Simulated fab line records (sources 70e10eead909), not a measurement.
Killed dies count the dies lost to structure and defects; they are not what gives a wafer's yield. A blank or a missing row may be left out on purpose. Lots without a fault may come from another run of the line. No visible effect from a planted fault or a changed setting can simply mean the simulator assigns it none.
8D (eight disciplines) problem report, filled in by code / flow nand-harc / the parts of the form that need people (team, actions taken, sign-off) are left out

== 1. PROBLEM STATEMENT ==
Mean of killed-at-periphery at NHARC_END_SORT_01: 624.8 across 6 wafers in 2 lots; on wafers with no fault it is 4.2 (standard deviation 2.9). That is +99 or more standard deviations from the usual mean.
First seen on wafer L360.2, day 29 23:02, on prober-01. At this step, 33 wafers from 11 lots have a number in the record. Rule for "out" (also "out of limits"): further than 4 standard deviations from the usual mean. Any other wafer with a number is counted as sound.

== 2. WHAT IT IS AND WHAT IT IS NOT ==
question=which readings at this step | is=killed-at-periphery, killed-dies | is not=killed-at-array, killed-at-other, killed-open, killed-short
question=which lots | is=L359, L360 | is not=L346, L348, L349, L350, L351, L353, L354, L361, L369
question=which wafers of those lots | is=all that have a number | is not=-
question=read on which gauges | is=prober-01 | is not=prober-02
question=when | is=from day 29 23:02 | is not=up to then (22 sound wafers); but 5 sound wafers of L361, L369 came after

== 3. WHAT RULES OUT EACH SUSPECT ==
Counting: any tool at a process step up to the reading is kept as a suspect provided that every lot that is out went through it and no sound lot did after the first of them.
- the gauge at NHARC_END_SORT_01: kept. All the wafers that are out were read on prober-01, and no step on other tools shows them out.
- rie-diel-03 at NHARC_P_GATE_ETCH_114 (etches the open film in CF4/O2, target depth 30 nm, overetch 3 nm, time 16.5 s): kept. Every lot that is out went through it, starting with L359 (day 10 13:00), and after that it ran no sound lot; the last sound lot it ran before then is L354 (day 8 13:00).
Left after counting: rie-diel-03 at NHARC_P_GATE_ETCH_114, prober-01 at NHARC_END_SORT_01.

== 4. THE CAUSE (what the simulator had put in) ==
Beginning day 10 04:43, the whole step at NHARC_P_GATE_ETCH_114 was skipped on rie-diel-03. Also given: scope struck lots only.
This tool is one of the 2 suspects left after counting.

== 5. THE CHAIN OF EFFECTS, in route order ==
One row per reading whose mean, taken over the struck wafers that have a number, lies over 3 standard deviations from the usual. Only readings for which the record gives a usual standard deviation are gone through. hours: the time from each lot's start at the first step in this table that gives one to its start at this step, as a median over the lots. sigmas: the change in usual standard deviations.
hours=0; step=NHARC_END_SORT_01; reading=killed-at-periphery; usual=4.2; on struck wafers=624.8; change=+620.6; sigmas=+99 or more
hours=0; step=NHARC_END_SORT_01; reading=killed-dies; usual=57; on struck wafers=677; change=+620; sigmas=+39
Readings that are blank on the struck wafers while sound wafers have them: bias-w at NHARC_P_GATE_ETCH_114; cf4-flow-sccm at NHARC_P_GATE_ETCH_114; chamber-pressure-mTorr at NHARC_P_GATE_ETCH_114; drypump-motor-current-A at NHARC_P_GATE_ETCH_114; mfc-ar-sccm at NHARC_P_GATE_ETCH_114; oes-product-au at NHARC_P_GATE_ETCH_114; rf-vpp-V at NHARC_P_GATE_ETCH_114; showerhead-plenum-p-Torr at NHARC_P_GATE_ETCH_114; and 1 more.

== 6. HOW IT WOULD HAVE BEEN CAUGHT EARLIER ==
Counted from the fault's start at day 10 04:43, it took 474 hours until the first out-of-limits reading at a measuring or inspecting step in this record, taken at day 29 23:02.
At NHARC_P_GATE_ETCH_114 the tool's readings are blank on the struck wafers, where sound wafers have them: an empty tool record is the first sign, and it was there at once.
The start of NHARC_P_GATE_ETCH_114 on rie-diel-03 came by day 29 23:02 for every one of the lots that are out (2). Tool hold at that time: it would have spared none of them.
